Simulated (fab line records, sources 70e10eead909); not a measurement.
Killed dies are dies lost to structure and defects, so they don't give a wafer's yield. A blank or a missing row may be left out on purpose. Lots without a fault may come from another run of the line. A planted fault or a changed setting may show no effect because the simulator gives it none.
A struck lot beside a sound one | flow nand_harc | 13 steps out of a route of 1159
Sound: wafers L323.1, L323.2, L323.6. Struck: wafer L322.4. (L322.3 of the same lot was not struck and is left out.) The cause comes at the end.
At each step with rows: each side's tool, then ch and its chambers, then its first start. Under that, the readings that differ: sound wafers | struck wafers | difference of the means | sigmas: that difference in standard deviations of wafers without a fault.
alike: readings whose means differ by less than 2 such deviations, and words and numbers that are the same on both sides. not compared: withheld readings, readings that some wafer has no value for, bounds like >300 that may hide the same value, and numbers for which the record gives no deviation and whose values overlap.
The two part at a step that has a row with sigmas, a row that says differs or no value, or rows on one side only. Numbers that don't overlap but have no deviation are shown without sigmas and don't part them. A reading that every wafer of one side lacks parts them only if that side has two wafers or more.

first, 1 step without rows for these wafers: NHARC_A_SLIT_SRD_20.
NHARC_A_SLIT_CD_MEAS_21:
  sound on cd_sem-03, day 18 23:37; struck on cd_sem-01, day 18 06:35
  alike: cd_nm
then, 3 steps without rows for these wafers: NHARC_A_SIN_REMOVE_WET_00 (chemistry H3PO4, time 15300 s); NHARC_A_SIN_REMOVE_PRECLEAN_01 (cleans in SC1); NHARC_A_SIN_REMOVE_SRD_02.
NHARC_A_SIN_REMOVE_INSPECT_04:
  sound on defect_inspect-02, day 19 05:27; struck on defect_inspect-02, day 18 14:16
  reading          | sound       | struck | difference | sigmas
  raw_defect_count | 244 239 246 | 483    | +240       | +2
NHARC_A_WL_FILL_ALD_00: deposits Al2O3, target thk 3 nm, pulse time 3 s, ald cycles 30.
  sound on ald_hk-01 ch 1,2,3, day 19 05:34; struck on ald_hk-03 ch 3, day 18 14:28
  alike: heater_power_w, precursor_pulse_height_rel, susceptor_temp_C
NHARC_A_WL_FILL_RTA_01: time 5 s.
  sound on rtp_anneal-01 ch 0, day 19 05:54; struck on rtp_anneal-02 ch 0, day 18 14:58
  reading             | sound                | struck | difference | sigmas
  lamp_power_pct (%)  | 33.4 33.3 33.3       | 35.8   | +2.5       | +2
  lamp_zone_6_pct (%) | 33.3 33.3 33.3       | 35.7   | +2.4       | +2
  wafer_temp_C_max    | 1003.7 1003.6 1003.3 | 1009.8 | +6.3       | +3
NHARC_A_WL_FILL_ALD_02: deposits TiN, target thk 2 nm, pulse time 3 s, ald cycles 100.
  sound on ald_metal-03 ch 1,3, day 19 06:12; struck on ald_metal-01 ch 1, day 18 15:12
  alike: heater_power_w, precursor_pulse_height_rel, susceptor_temp_C
NHARC_A_WL_FILL_CVD_03: deposits W, target thk 40 nm, time 3302 s.
  sound on cvd_w-02 ch 0,1, day 19 09:11; struck on cvd_w-01 ch 1, day 18 16:29
  reading            | sound          | struck | difference | sigmas
  mfc_ar_sccm (sccm) | 1557 1559 1555 | 1568   | +11        | +2
  alike: heater_power_w, throttle_valve_pct
  not compared: susceptor_temp_C
NHARC_A_WL_FILL_ETCHBACK_04: etches the open film in NF3, target depth 60 nm, time 120 s.
  sound on rie_metal-02 ch 0,1, day 19 12:30; struck on rie_metal-01 ch 0, day 18 18:58
  reading          | sound                | struck | difference | sigmas
  run_length_s (s) | 140.97 141.03 140.95 | 63.09  | -77.89     | -99 or more
  alike: drypump_motor_current_A, oes_product_au
  not compared: rf_hours_counter_h
NHARC_A_WL_FILL_ETCHBACK_05: etches the open film in Cl2/BCl3, target depth 22 nm, time 60 s.
  sound on rie_metal-02 ch 0,1, day 19 12:44; struck on rie_metal-01 ch 0, day 18 19:19
  reading               | sound             | struck | difference | sigmas
  oes_product_au (a.u.) | 1.008 0.989 0.980 | 1.016  | +0.024     | +3
  alike: drypump_motor_current_A, run_length_s
  not compared: rf_hours_counter_h
-- the record jumps here: 4 days lie between the struck wafers' starts before and after (it left off in module A_WL_FILL and takes up again in module END, whose first step shown is number 1159 of the route) --
NHARC_END_SORT_01:
  the record has rows for the struck wafers here (prober-02 ch 0, day 23 01:51) and none for the sound ones

WHERE THEY PART
First at NHARC_A_SIN_REMOVE_INSPECT_04; last, within this record, at NHARC_END_SORT_01.

WHY: what the simulator had put in
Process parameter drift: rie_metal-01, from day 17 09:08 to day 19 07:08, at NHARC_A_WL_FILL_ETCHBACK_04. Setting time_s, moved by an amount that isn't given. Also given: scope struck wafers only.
